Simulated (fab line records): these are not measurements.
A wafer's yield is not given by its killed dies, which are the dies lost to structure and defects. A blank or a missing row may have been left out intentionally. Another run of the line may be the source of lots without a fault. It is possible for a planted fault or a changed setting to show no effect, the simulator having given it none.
Chamber matching || flow n5 finfet || N5_BEOL_M1_ETCH_77 on rie diel-05 has 4 sister chambers
The step etches underlayer in N2/H2, target depth 6.5 nm, time 5.2 s. 4 wafers are shown with their chamber, then 7 later ones without.

EACH WAFER AND ITS CHAMBER
{"wafer": "L086.2", "chamber": 1, "throttle valve pct (%)": 17.41}
{"wafer": "L089.6", "chamber": 2, "throttle valve pct (%)": 17.77}
{"wafer": "L090.2", "chamber": 3, "throttle valve pct (%)": 17.93}
{"wafer": "L090.3", "chamber": 0, "throttle valve pct (%)": 17.97}

WAFERS MISSING THEIR CHAMBER
{"wafer": "L090.5", "throttle valve pct (%)": 17.94}
{"wafer": "L094.1", "throttle valve pct (%)": 17.41}
{"wafer": "L094.4", "throttle valve pct (%)": 17.80}
{"wafer": "L094.5", "throttle valve pct (%)": 17.94}
{"wafer": "L096.1", "throttle valve pct (%)": 17.93}
{"wafer": "L096.2", "throttle valve pct (%)": 17.44}
{"wafer": "L096.4", "throttle valve pct (%)": 17.78}

WHICH CHAMBER EACH WENT THROUGH
{"wafer": "L090.5", "from the rows above": "can't be placed: 3 or 0", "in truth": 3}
{"wafer": "L094.1", "from the rows above": 1, "in truth": 1}
{"wafer": "L094.4", "from the rows above": 2, "in truth": 2}
{"wafer": "L094.5", "from the rows above": "can't be placed: 3 or 0", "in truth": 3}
{"wafer": "L096.1", "from the rows above": 3, "in truth": 3}
{"wafer": "L096.2", "from the rows above": 1, "in truth": 1}
{"wafer": "L096.4", "from the rows above": 2, "in truth": 2}
Correctly placed: 5 of 7. Not placeable from these rows: 2 (in 2, the candidates include the true chamber). Number placed wrongly: 0.
How it was worked out, from the rows above alone: a wafer's distance from a chamber is the root of the sum, over the readings, of the square of ((its reading less the chamber's mean) divided by the reading's scatter). The wafer belongs to the nearest chamber; if the next one is less than 2 further off, it can't be placed. A chamber's mean is the mean of its shown wafers. The scatter: root of mean squared gap, hidden wafer to nearest shown wafer, with one shown wafer a chamber.
